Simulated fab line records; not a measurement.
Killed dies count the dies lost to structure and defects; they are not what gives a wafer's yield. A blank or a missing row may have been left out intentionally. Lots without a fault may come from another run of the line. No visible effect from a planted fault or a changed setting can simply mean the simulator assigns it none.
What tool caused it? -- flow n5Finfet -- 17 wafers from 6 lots sampled at 2 of the route's 1938 steps

## WHAT THE GAUGES SHOWED, per wafer
N5_BEOL_M9_THK_MEAS_01.
lot,measured,on,M9_ILD_THK (nm)
L727,day 9 21:47,filmMetro-02,266 270 269
L728,day 10 17:58,filmMetro-02,267 269 262
L732,day 11 01:23,filmMetro-01,263 264 270
L738,day 12 23:28,filmMetro-01,266 262 271
L743,day 13 13:20,filmMetro-02,261 263 269
L748,day 14 20:37,filmMetro-01,264 269

## WHICH TOOL RAN EACH LOT (tool, then ch and the chambers of the sampled wafers, then the start)
lot,N5_BEOL_M9_CURE_71
L727,"uvCure-01 ch 0, day 9 21:16"
L728,"uvCure-02 ch 2, day 10 17:28"
L732,"uvCure-03 ch 0, day 11 00:56"
L738,"uvCure-03 ch 0, day 12 22:58"
L743,"uvCure-02 ch 1, day 13 12:40"
L748,"uvCure-02 ch 2, day 14 20:06"
- N5_BEOL_M9_CURE_71: cures SiCOH lowk, time 240 s.

## THE ANSWER, worked out from the rows above alone
Rule: what is usual is taken from the lots themselves. Put in order of their means at a reading, lots are off if they are a third of the lots or fewer, leave a main group of 4 or more, and stand apart from it by a gap of 3 or more times the standard deviation of the main group's means; of several such gaps the widest counts. If all means in a main group match to the digits the tables above print for the reading, that group is not used. A lot without any number at a reading at which 4 lots or more have one is off too. Where the step has rows for the other lots, those lots are counted as sound.
No lot is off at any reading shown: from this, nothing can be told.

## WHAT HAD BEEN PUT IN BY THE SIMULATOR
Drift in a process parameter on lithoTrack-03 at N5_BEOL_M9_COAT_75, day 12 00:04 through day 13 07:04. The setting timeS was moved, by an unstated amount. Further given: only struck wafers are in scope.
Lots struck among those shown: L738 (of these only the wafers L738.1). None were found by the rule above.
